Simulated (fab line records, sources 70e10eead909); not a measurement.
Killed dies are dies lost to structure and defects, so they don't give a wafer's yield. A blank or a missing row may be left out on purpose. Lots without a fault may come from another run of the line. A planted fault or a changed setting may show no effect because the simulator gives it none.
Which tool did it? | flow nand_harc | 11 lots, 31 wafers sampled, at 6 steps of a route of 1302

WHAT THE GAUGES READ, wafer by wafer
NHARC_A_CHANNEL_HOLE_D1_INSPECT_40. Usual: raw_defect_count 75, standard deviation 30.
lot  | measured     | on                | raw_defect_count     | flag
L117 | day 8 14:11  | defect_inspect-01 | 38 45 39             |
L118 | day 9 03:02  | defect_inspect-02 | 127 127 114          |
L123 | day 11 03:45 | defect_inspect-01 | 48 43 51             |
L126 | day 12 12:14 | defect_inspect-02 | 71 51 52             |
L128 | day 13 05:44 | defect_inspect-02 | 111 164 113          |
L131 | day 15 00:13 | defect_inspect-02 | 103 618 97 97 612 98 | OFF
L132 | day 15 01:20 | defect_inspect-01 | 612 624              | OFF
L137 | day 17 11:22 | defect_inspect-02 | 61 44 54             |
L138 | day 17 19:23 | defect_inspect-01 | 62 45 56             |
L139 | day 18 01:25 | defect_inspect-01 | 23 25 40             |
L140 | day 18 07:18 | defect_inspect-02 | 46 45 43             |

NHARC_END_SORT_01. Usual: killed_at_array 56, standard deviation 20; killed_at_other 1, standard deviation 1.3; killed_at_periphery 3.5, standard deviation 2.7; killed_dies 60, standard deviation 20; killed_open 3.3, standard deviation 1.6; killed_short 2.4, standard deviation 1.5.
lot  | measured     | on        | killed_at_array | killed_at_other | killed_at_periphery | killed_dies | killed_open | killed_short | flag
L117 | day 23 05:56 | prober-02 | 41 58 56        | 0 0 0           | 3 6 5               | 44 64 61    | 2 7 4       | 5 1 3        |
L118 | day 24 11:40 | prober-02 | 76 74 62        | 1 1 0           | 9 2 7               | 86 77 69    | 3 3 4       | 4 4 3        |
L123 | day 26 19:40 | prober-01 | 49 46 59        | 0 1 0           | 6 5 2               | 55 52 61    | 4 5 3       | 0 3 6        |
L126 | day 28 00:50 | prober-02 | 53 61 50        | 1 0 0           | 4 3 1               | 58 64 51    | 1 4 1       | 3 4 3        |
L128 | day 28 07:12 | prober-01 | 67 40 62        | 0 0 0           | 1 1 3               | 68 41 65    | 2 1 4       | 3 3 4        |
L131 | day 30 15:02 | prober-01 | 87 162 88       | 0 0 0           | 6 2 6               | 93 164 94   | 4 2 7       | 4 0 3        |
L132 | day 30 15:56 | prober-02 | 112             | 1               | 1                   | 114         | 4           | 1            |
L137 | day 32 04:37 | prober-02 | 41 37 32        | 1 2 0           | 5 6 8               | 47 45 40    | 4 3 2       | 3 3 0        |
L138 | day 33 04:06 | prober-02 | 48 37 38        | 4 1 0           | 1 2 2               | 53 40 40    | 4 2 3       | 2 0 5        |
L139 | day 33 04:02 | prober-01 | 50 56 55        | 0 2 0           | 1 2 2               | 51 60 57    | 3 8 4       | 0 3 3        |
L140 | day 33 13:04 | prober-01 | 12 15 16        | 1 2 3           | 1 2 2               | 14 19 21    | 3 5 4       | 1 2 3        |

WHICH TOOL RAN EACH LOT (tool, then ch and the chambers of the sampled wafers, then the start)
lot  | NHARC_A_CHANNEL_HOLE_D1_ETCH_23  | NHARC_A_CHANNEL_HOLE_D1_ETCH_44    | NHARC_A_CHANNEL_HOLE_D1_STRIP_27              | NHARC_A_CHANNEL_FILL_D1_ALD_02
L117 | har_etch-01 ch 0,1, day 8 09:54  | rie_diel-09 ch 0,1,2, day 8 13:11  | rie_diel-09 ch 0,1,2, day 8 14:11 or earlier  | ald_hk-01 ch 1,2,3, day 8 14:23
L118 | har_etch-02 ch 0,1, day 8 22:52  | rie_diel-01 ch 0,1,2, day 9 02:03  | rie_diel-01 ch 0,2,3, day 9 03:02 or earlier  | ald_hk-04 ch 1,2,3, day 9 03:22
L123 | har_etch-01 ch 0,1, day 10 23:29 | rie_diel-08 ch 0,1,3, day 11 02:47 | rie_diel-08 ch 0,2,3, day 11 03:45 or earlier | ald_hk-01 ch 0,1,3, day 11 04:01
L126 | har_etch-01 ch 0,1, day 12 08:11 | rie_diel-01 ch 1,2,3, day 12 11:15 | rie_diel-01 ch 1,2,3, day 12 12:14 or earlier | ald_hk-04 ch 0,2, day 12 12:25
L128 | har_etch-02 ch 0,1, day 13 01:34 | rie_diel-08 ch 0,2,3, day 13 04:46 | rie_diel-08 ch 1,2,3, day 13 05:44 or earlier | ald_hk-02 ch 0,1,3, day 13 05:56
L131 | har_etch-01 ch 0,1, day 14 20:04 | rie_diel-08 ch 0,1,3, day 14 23:14 | rie_diel-08 ch 1,3, day 15 00:13 or earlier   | ald_hk-01 ch 0,1,2, day 15 03:30
L132 | har_etch-02 ch 1, day 14 21:05   | rie_diel-08 ch 0, day 15 00:22     | rie_diel-08 ch 3, day 15 01:20 or earlier     | ald_hk-01 ch 1, day 15 09:15
L137 | har_etch-01 ch 0,1, day 17 07:06 | rie_diel-08 ch 0,1,2, day 17 10:23 | rie_diel-08 ch 0,1,3, day 17 11:22 or earlier | ald_hk-01 ch 0,3, day 17 11:34
L138 | har_etch-01 ch 0,1, day 17 15:04 | rie_diel-08 ch 1,2, day 17 18:23   | rie_diel-08 ch 0,2, day 17 19:23 or earlier   | ald_hk-04 ch 0,2,3, day 17 19:39
L139 | har_etch-02 ch 1, day 17 21:07   | rie_diel-08 ch 1,2, day 18 00:26   | rie_diel-08 ch 0,1, day 18 01:25 or earlier   | ald_hk-01 ch 1,3, day 18 01:37
L140 | har_etch-02 ch 0, day 18 02:58   | rie_diel-08 ch 2,3, day 18 06:19   | rie_diel-08 ch 1,2,3, day 18 07:18 or earlier | ald_hk-02 ch 0,1,3, day 18 07:38
- NHARC_A_CHANNEL_HOLE_D1_ETCH_23: etches the open film in C4F8/O2/Ar, time 819 s, target depth 1600 nm.
- NHARC_A_CHANNEL_HOLE_D1_ETCH_44: etches the open film in CF4/O2, target depth 140 nm, overetch 14 nm, time 77 s.
- NHARC_A_CHANNEL_HOLE_D1_STRIP_27: strips in O2.
- NHARC_A_CHANNEL_FILL_D1_ALD_02: deposits SiO2, target thk 6 nm, pulse time 10 s, ald cycles 60.

WHAT THE TOOLS THEMSELVES READ (means of the sampled wafers that have a number; where no wafer has one, the mark that the record gives instead)
NHARC_A_CHANNEL_HOLE_D1_ETCH_23. Usual: drypump_motor_current_A 6.0 A, standard deviation 0.41; oes_air_line_au 1.002 a.u., standard deviation 0.021; showerhead_plenum_p_Torr 3.72 Torr, standard deviation 0.098; throttle_valve_pct 32.154 %, standard deviation 0.0083.
lot  | tool        | drypump_motor_current_A (A) | oes_air_line_au (a.u.) | showerhead_plenum_p_Torr (Torr) | throttle_valve_pct (%) | flag
L117 | har_etch-01 | 6.1                         | 1.019                  | 3.83                            | 32.155                 |
L118 | har_etch-02 | 6.1                         | 1.016                  | 3.68                            | 32.146                 |
L123 | har_etch-01 | 6.1                         | 0.969                  | 3.80                            | 32.161                 |
L126 | har_etch-01 | 6.1                         | 1.023                  | 3.80                            | 32.153                 |
L128 | har_etch-02 | 6.1                         | 0.995                  | 3.64                            | 32.154                 |
L131 | har_etch-01 | 5.7                         | 1.001                  | 3.71                            | 32.161                 |
L132 | har_etch-02 | 6.4                         | 1.018                  | 3.72                            | 32.147                 |
L137 | har_etch-01 | 5.7                         | 0.994                  | 3.69                            | 32.153                 |
L138 | har_etch-01 | 5.7                         | 1.014                  | 3.68                            | 32.155                 |
L139 | har_etch-02 | 6.4                         | 1.000                  | 3.70                            | 32.150                 |
L140 | har_etch-02 | 5.9                         | 1.003                  | 3.93                            | 32.154                 |

NHARC_A_CHANNEL_HOLE_D1_ETCH_44. Usual: drypump_motor_current_A 5.6 A, standard deviation 0.33; oes_ar_750_au 0.999 a.u., standard deviation 0.0047; oes_product_au 1.000 a.u., standard deviation 0.0066; rf_vpp_V 197.5 V, standard deviation 1.5; showerhead_plenum_p_Torr 1.32 Torr, standard deviation 0.058; throttle_valve_pct 13.397 %, standard deviation 0.0097.
lot  | tool        | drypump_motor_current_A (A) | oes_ar_750_au (a.u.) | oes_product_au (a.u.) | rf_vpp_V (V) | showerhead_plenum_p_Torr (Torr) | throttle_valve_pct (%) | flag
L117 | rie_diel-09 | 5.4                         | 1.000                | 1.003                 | 198.0        | 1.35                            | 13.393                 |
L118 | rie_diel-01 | 5.5                         | 1.000                | 1.009                 | 197.2        | 1.30                            | 13.404                 |
L123 | rie_diel-08 | 5.6                         | 0.997                | 1.002                 | 197.1        | 1.33                            | 13.395                 |
L126 | rie_diel-01 | 5.8                         | 1.004                | 0.997                 | 197.0        | 1.30                            | 13.402                 |
L128 | rie_diel-08 | 5.5                         | 0.997                | 1.002                 | 199.0        | 1.34                            | 13.385                 |
L131 | rie_diel-08 | 5.5                         | 1.000                | 1.005                 | 197.3        | 1.33                            | 13.398                 |
L132 | rie_diel-08 | 5.3                         | 0.990                | 1.006                 | 199.4        | 1.41                            | 13.389                 |
L137 | rie_diel-08 | 5.6                         | 1.003                | 0.996                 | 198.1        | 1.32                            | 13.399                 |
L138 | rie_diel-08 | 5.8                         | 1.002                | 1.002                 | 196.4        | 1.27                            | 13.390                 |
L139 | rie_diel-08 | 5.8                         | 0.997                | 1.000                 | 195.7        | 1.27                            | 13.396                 |
L140 | rie_diel-08 | 5.6                         | 0.997                | 0.992                 | 197.5        | 1.30                            | 13.409                 |

NHARC_A_CHANNEL_HOLE_D1_STRIP_27. Usual: drypump_motor_current_A 5.6 A, standard deviation 0.34; oes_product_au 1.000 a.u., standard deviation 0.0069; rf_vpp_V 57.7 V, standard deviation 0.91; showerhead_plenum_p_Torr 3.49 Torr, standard deviation 0.14; throttle_valve_pct 17.037 %, standard deviation 0.0088.
lot  | tool        | drypump_motor_current_A (A) | oes_product_au (a.u.) | rf_vpp_V (V) | showerhead_plenum_p_Torr (Torr) | throttle_valve_pct (%) | flag
L117 | rie_diel-09 | 5.4                         | 0.999                 | 57.8         | 3.56                            | 17.039                 |
L118 | rie_diel-01 | 6.0                         | 0.997                 | 58.0         | 3.45                            | 17.048                 |
L123 | rie_diel-08 | 5.5                         | 0.995                 | 57.8         | 3.54                            | 17.038                 |
L126 | rie_diel-01 | 5.8                         | 1.000                 | 57.0         | 3.45                            | 17.034                 |
L128 | rie_diel-08 | 5.7                         | 1.001                 | 58.1         | 3.41                            | 17.043                 |
L131 | rie_diel-08 | 5.6                         | 1.003                 | 57.4         | 3.43                            | 17.045                 |
L132 | rie_diel-08 | 5.5                         | 1.000                 | 60.0         | 3.47                            | 17.030                 |
L137 | rie_diel-08 | 5.5                         | 0.998                 | 57.6         | 3.51                            | 17.032                 |
L138 | rie_diel-08 | 5.6                         | 0.996                 | 58.4         | 3.52                            | 17.038                 |
L139 | rie_diel-08 | 5.4                         | 1.002                 | 57.2         | 3.59                            | 17.036                 |
L140 | rie_diel-08 | 5.7                         | 1.006                 | 58.0         | 3.41                            | 17.034                 |

NHARC_A_CHANNEL_FILL_D1_ALD_02. Usual: heater_power_w 458 W, standard deviation 51; precursor_pulse_height_rel 1.000, standard deviation 0.019.
lot  | tool      | heater_power_w (W) | precursor_pulse_height_rel | flag
L117 | ald_hk-01 | 454                | 1.009                      |
L118 | ald_hk-04 | 437                | 1.006                      |
L123 | ald_hk-01 | 457                | 1.011                      |
L126 | ald_hk-04 | 425                | 0.976                      |
L128 | ald_hk-02 | 434                | 0.990                      |
L131 | ald_hk-01 | 476                | 0.998                      |
L132 | ald_hk-01 | 467                | 0.974                      |
L137 | ald_hk-01 | 401                | 1.005                      |
L138 | ald_hk-04 | 482                | 1.014                      |
L139 | ald_hk-01 | 442                | 1.013                      |
L140 | ald_hk-02 | 419                | 0.997                      |

THE ANSWER, worked out from the rows above alone
Rule: a lot is off if the mean of its wafers that have a number lies more than 3 standard deviations from the usual mean. A lot without any number at a reading at which 4 lots or more have one is off too. The other lots that the step has rows for count as sound. The gauges are gone through in route order, then the tools' own readings, and for those a lot's mean is taken as printed above. The first step at which some lot is off is used, and at that step the reading that is off furthest; a lot without a number counts as furthest.
Off: L131, L132, at NHARC_A_CHANNEL_HOLE_D1_INSPECT_40 (raw_defect_count).
A tool fits if, at a process step before that reading, it ran every lot that is off, and no sound lot after the first of them. The gauges at NHARC_A_CHANNEL_HOLE_D1_INSPECT_40 are tried like those tools. NHARC_A_CHANNEL_HOLE_D1_STRIP_27 gives no start for some lots, so the hours and the order of its lots are those of NHARC_A_CHANNEL_HOLE_D1_INSPECT_40. None of those tried fits.

WHAT THE SIMULATOR HAD PUT IN
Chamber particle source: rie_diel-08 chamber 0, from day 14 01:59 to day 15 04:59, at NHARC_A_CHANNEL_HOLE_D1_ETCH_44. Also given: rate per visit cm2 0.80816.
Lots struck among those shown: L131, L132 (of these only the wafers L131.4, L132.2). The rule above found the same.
